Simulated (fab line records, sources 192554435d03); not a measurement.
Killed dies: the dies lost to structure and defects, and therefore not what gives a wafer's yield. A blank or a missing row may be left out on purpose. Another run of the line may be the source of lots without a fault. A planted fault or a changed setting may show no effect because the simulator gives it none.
Chamber matching :: flow n5-finfet :: N5_STI_FIN_REVEAL_ALD_00 on ald-sin-02 has 4 sister chambers
The step deposits SiO2, target thk 1 nm, pulse time 1 s. 18 wafers are shown with their chamber, then 9 later ones without.

## WAFERS, EACH WITH ITS CHAMBER
wafer: L079.1
chamber: 1
heater-power-w (W): 426
precursor-pulse-height-rel: 0.995

wafer: L079.2
chamber: 0
heater-power-w (W): 456
precursor-pulse-height-rel: 1.012

wafer: L079.5
chamber: 0
heater-power-w (W): 460
precursor-pulse-height-rel: 0.997

wafer: L084.1
chamber: 0
heater-power-w (W): 460
precursor-pulse-height-rel: 1.055

wafer: L084.5
chamber: 0
heater-power-w (W): 451
precursor-pulse-height-rel: 0.972

wafer: L084.6
chamber: 3
heater-power-w (W): 570
precursor-pulse-height-rel: 0.991

wafer: L085.2
chamber: 3
heater-power-w (W): 562
precursor-pulse-height-rel: 0.984

wafer: L085.3
chamber: 1
heater-power-w (W): 430
precursor-pulse-height-rel: 1.049

wafer: L085.4
chamber: 0
heater-power-w (W): 468
precursor-pulse-height-rel: 0.961

wafer: L086.1
chamber: 3
heater-power-w (W): 562
precursor-pulse-height-rel: 1.009

wafer: L086.5
chamber: 2
heater-power-w (W): 475
precursor-pulse-height-rel: 0.979

wafer: L086.6
chamber: 1
heater-power-w (W): 430
precursor-pulse-height-rel: 1.026

wafer: L087.2
chamber: 3
heater-power-w (W): 555
precursor-pulse-height-rel: 0.967

wafer: L087.4
chamber: 2
heater-power-w (W): 469
precursor-pulse-height-rel: 1.016

wafer: L087.6
chamber: 0
heater-power-w (W): 453
precursor-pulse-height-rel: 0.976

wafer: L093.1
chamber: 0
heater-power-w (W): 466
precursor-pulse-height-rel: 0.998

wafer: L093.2
chamber: 1
heater-power-w (W): 434
precursor-pulse-height-rel: 1.012

wafer: L093.5
chamber: 0
heater-power-w (W): 455
precursor-pulse-height-rel: 0.981

SIGNATURES, as means of the wafers listed above
reading: heater-power-w
chamber 0: 458.62
chamber 1: 430.00
chamber 2: 472.00
chamber 3: 562.25
scatter within a chamber: 5.47

reading: precursor-pulse-height-rel
chamber 0: 0.99400
chamber 1: 1.02050
chamber 2: 0.99750
chamber 3: 0.98775
scatter within a chamber: 0.0258
Rule: distance of a wafer from a chamber = root of the sum over the readings of ((wafer's reading minus chamber's mean) / reading's scatter) squared. If the next closest chamber is less than 2 further off than the closest, the wafer can't be placed; otherwise it belongs to the closest. How the scatter is found: for the shown wafers, subtract from each reading the mean of its chamber, square and add these, divide the total by (wafers less chambers), then take the root.

## WAFERS WITH NO CHAMBER GIVEN
wafer: L094.2
heater-power-w (W): 456
precursor-pulse-height-rel: 1.036

wafer: L094.3
heater-power-w (W): 462
precursor-pulse-height-rel: 0.989

wafer: L094.4
heater-power-w (W): 447
precursor-pulse-height-rel: 1.018

wafer: L095.1
heater-power-w (W): 473
precursor-pulse-height-rel: 1.008

wafer: L095.3
heater-power-w (W): 565
precursor-pulse-height-rel: 1.004

wafer: L095.5
heater-power-w (W): 460
precursor-pulse-height-rel: 0.967

wafer: L096.1
heater-power-w (W): 486
precursor-pulse-height-rel: 0.987

wafer: L096.3
heater-power-w (W): 470
precursor-pulse-height-rel: 0.988

wafer: L096.5
heater-power-w (W): 554
precursor-pulse-height-rel: 0.975

## CHAMBER TAKEN BY EACH
wafer: L094.2
from the rows above: can't be placed: 0 or 2
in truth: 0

wafer: L094.3
from the rows above: can't be placed: 0 or 2
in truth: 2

wafer: L094.4
from the rows above: can't be placed: 0 or 1
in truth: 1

wafer: L095.1
from the rows above: 2
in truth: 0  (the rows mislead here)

wafer: L095.3
from the rows above: 3
in truth: 3

wafer: L095.5
from the rows above: can't be placed: 0 or 2
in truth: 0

wafer: L096.1
from the rows above: 2
in truth: 2

wafer: L096.3
from the rows above: can't be placed: 2 or 0
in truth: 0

wafer: L096.5
from the rows above: 3
in truth: 3
3 of 9 placed correctly. From these rows, 5 cannot be placed; in 5 the true chamber is one of the candidates. Placed wrongly: 1.
